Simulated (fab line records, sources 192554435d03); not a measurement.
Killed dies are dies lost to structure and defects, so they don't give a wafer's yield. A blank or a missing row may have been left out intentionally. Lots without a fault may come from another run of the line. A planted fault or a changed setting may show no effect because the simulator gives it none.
Matching of chambers / flow n5Finfet / 4 sister chambers for N5_BEOL_M9_STRIP_67 on rieDiel-04
The step strips in CF4. 27 wafers are shown with their chamber, then 12 later ones without.

## EACH WAFER AND ITS CHAMBER
wafer=L074.2; chamber=3; drypumpMotorCurrentA (A)=5.0; throttleValvePct (%)=13.0; showerheadPlenumPTorr (Torr)=1.80
wafer=L074.4; chamber=1; drypumpMotorCurrentA (A)=6.2; throttleValvePct (%)=14.0; showerheadPlenumPTorr (Torr)=1.72
wafer=L074.5; chamber=3; drypumpMotorCurrentA (A)=5.0; throttleValvePct (%)=13.0; showerheadPlenumPTorr (Torr)=1.80
wafer=L075.1; chamber=1; drypumpMotorCurrentA (A)=6.2; throttleValvePct (%)=14.0; showerheadPlenumPTorr (Torr)=1.72
wafer=L075.3; chamber=3; drypumpMotorCurrentA (A)=5.0; throttleValvePct (%)=13.0; showerheadPlenumPTorr (Torr)=1.80
wafer=L075.5; chamber=2; drypumpMotorCurrentA (A)=4.9; throttleValvePct (%)=13.5; showerheadPlenumPTorr (Torr)=1.80
wafer=L077.2; chamber=0; drypumpMotorCurrentA (A)=5.2; throttleValvePct (%)=13.0; showerheadPlenumPTorr (Torr)=1.89
wafer=L077.3; chamber=2; drypumpMotorCurrentA (A)=4.9; throttleValvePct (%)=13.5; showerheadPlenumPTorr (Torr)=1.80
wafer=L077.4; chamber=1; drypumpMotorCurrentA (A)=6.2; throttleValvePct (%)=14.0; showerheadPlenumPTorr (Torr)=1.72
wafer=L080.1; chamber=1; drypumpMotorCurrentA (A)=6.2; throttleValvePct (%)=14.0; showerheadPlenumPTorr (Torr)=1.72
wafer=L080.2; chamber=3; drypumpMotorCurrentA (A)=5.0; throttleValvePct (%)=13.0; showerheadPlenumPTorr (Torr)=1.79
wafer=L080.6; chamber=3; drypumpMotorCurrentA (A)=5.0; throttleValvePct (%)=13.0; showerheadPlenumPTorr (Torr)=1.79
wafer=L079.3; chamber=2; drypumpMotorCurrentA (A)=4.9; throttleValvePct (%)=13.5; showerheadPlenumPTorr (Torr)=1.80
wafer=L079.4; chamber=0; drypumpMotorCurrentA (A)=5.3; throttleValvePct (%)=13.0; showerheadPlenumPTorr (Torr)=1.89
wafer=L079.6; chamber=3; drypumpMotorCurrentA (A)=5.0; throttleValvePct (%)=13.0; showerheadPlenumPTorr (Torr)=1.79
wafer=L083.1; chamber=2; drypumpMotorCurrentA (A)=4.9; throttleValvePct (%)=13.5; showerheadPlenumPTorr (Torr)=1.80
wafer=L083.2; chamber=3; drypumpMotorCurrentA (A)=5.0; throttleValvePct (%)=13.0; showerheadPlenumPTorr (Torr)=1.79
wafer=L083.3; chamber=0; drypumpMotorCurrentA (A)=5.3; throttleValvePct (%)=13.0; showerheadPlenumPTorr (Torr)=1.89
wafer=L082.2; chamber=0; drypumpMotorCurrentA (A)=5.3; throttleValvePct (%)=13.0; showerheadPlenumPTorr (Torr)=1.89
wafer=L082.5; chamber=0; drypumpMotorCurrentA (A)=5.3; throttleValvePct (%)=13.0; showerheadPlenumPTorr (Torr)=1.89
wafer=L082.6; chamber=2; drypumpMotorCurrentA (A)=4.9; throttleValvePct (%)=13.5; showerheadPlenumPTorr (Torr)=1.80
wafer=L086.4; chamber=3; drypumpMotorCurrentA (A)=5.0; throttleValvePct (%)=13.0; showerheadPlenumPTorr (Torr)=1.79
wafer=L086.5; chamber=2; drypumpMotorCurrentA (A)=4.9; throttleValvePct (%)=13.5; showerheadPlenumPTorr (Torr)=1.79
wafer=L086.6; chamber=1; drypumpMotorCurrentA (A)=6.2; throttleValvePct (%)=13.5; showerheadPlenumPTorr (Torr)=1.93
wafer=L091.1; chamber=3; drypumpMotorCurrentA (A)=5.0; throttleValvePct (%)=13.1; showerheadPlenumPTorr (Torr)=1.79
wafer=L091.2; chamber=0; drypumpMotorCurrentA (A)=5.3; throttleValvePct (%)=13.1; showerheadPlenumPTorr (Torr)=1.89
wafer=L091.3; chamber=1; drypumpMotorCurrentA (A)=6.2; throttleValvePct (%)=13.5; showerheadPlenumPTorr (Torr)=1.92

SIGNATURES, as means of the wafers listed above
reading=drypumpMotorCurrentA; chamber 0=5.283; chamber 1=6.200; chamber 2=4.900; chamber 3=5.000; scatter within a chamber=0.019
reading=throttleValvePct; chamber 0=13.017; chamber 1=13.833; chamber 2=13.500; chamber 3=13.011; scatter within a chamber=0.123
reading=showerheadPlenumPTorr; chamber 0=1.8900; chamber 1=1.7883; chamber 2=1.7983; chamber 3=1.7933; scatter within a chamber=0.0495
Rule: a wafer lies at a distance from a chamber equal to the root of the sum of squares, over the readings, of (its reading less the chamber's mean, divided by the reading's scatter). The wafer belongs to the nearest chamber; if the next one is less than 2 further off, it can't be placed. The scatter is the square root of a quotient: the sum, over the shown wafers, of each reading's squared deviation from its chamber's mean, divided by wafers minus chambers.

## WAFERS WITH NO CHAMBER GIVEN
wafer=L091.4; drypumpMotorCurrentA (A)=4.9; throttleValvePct (%)=13.6; showerheadPlenumPTorr (Torr)=1.79
wafer=L091.5; drypumpMotorCurrentA (A)=5.3; throttleValvePct (%)=13.1; showerheadPlenumPTorr (Torr)=1.89
wafer=L091.6; drypumpMotorCurrentA (A)=6.2; throttleValvePct (%)=13.5; showerheadPlenumPTorr (Torr)=1.92
wafer=L094.2; drypumpMotorCurrentA (A)=6.2; throttleValvePct (%)=13.5; showerheadPlenumPTorr (Torr)=1.92
wafer=L094.5; drypumpMotorCurrentA (A)=5.0; throttleValvePct (%)=13.1; showerheadPlenumPTorr (Torr)=1.79
wafer=L094.6; drypumpMotorCurrentA (A)=4.9; throttleValvePct (%)=13.6; showerheadPlenumPTorr (Torr)=1.79
wafer=L093.1; drypumpMotorCurrentA (A)=4.9; throttleValvePct (%)=13.6; showerheadPlenumPTorr (Torr)=1.79
wafer=L093.4; drypumpMotorCurrentA (A)=5.3; throttleValvePct (%)=13.1; showerheadPlenumPTorr (Torr)=1.89
wafer=L093.5; drypumpMotorCurrentA (A)=6.2; throttleValvePct (%)=13.5; showerheadPlenumPTorr (Torr)=1.92
wafer=L097.1; drypumpMotorCurrentA (A)=4.9; throttleValvePct (%)=13.6; showerheadPlenumPTorr (Torr)=1.79
wafer=L097.2; drypumpMotorCurrentA (A)=5.3; throttleValvePct (%)=13.1; showerheadPlenumPTorr (Torr)=1.88
wafer=L097.5; drypumpMotorCurrentA (A)=4.9; throttleValvePct (%)=13.6; showerheadPlenumPTorr (Torr)=1.79

## WHICH CHAMBER EACH WENT THROUGH
wafer=L091.4; from the rows above=2; in truth=2
wafer=L091.5; from the rows above=0; in truth=0
wafer=L091.6; from the rows above=1; in truth=1
wafer=L094.2; from the rows above=1; in truth=1
wafer=L094.5; from the rows above=3; in truth=3
wafer=L094.6; from the rows above=2; in truth=2
wafer=L093.1; from the rows above=2; in truth=2
wafer=L093.4; from the rows above=0; in truth=0
wafer=L093.5; from the rows above=1; in truth=1
wafer=L097.1; from the rows above=2; in truth=2
wafer=L097.2; from the rows above=0; in truth=0
wafer=L097.5; from the rows above=2; in truth=2
Correctly placed: 12 of 12. From these rows, 0 cannot be placed. Number placed wrongly: 0.
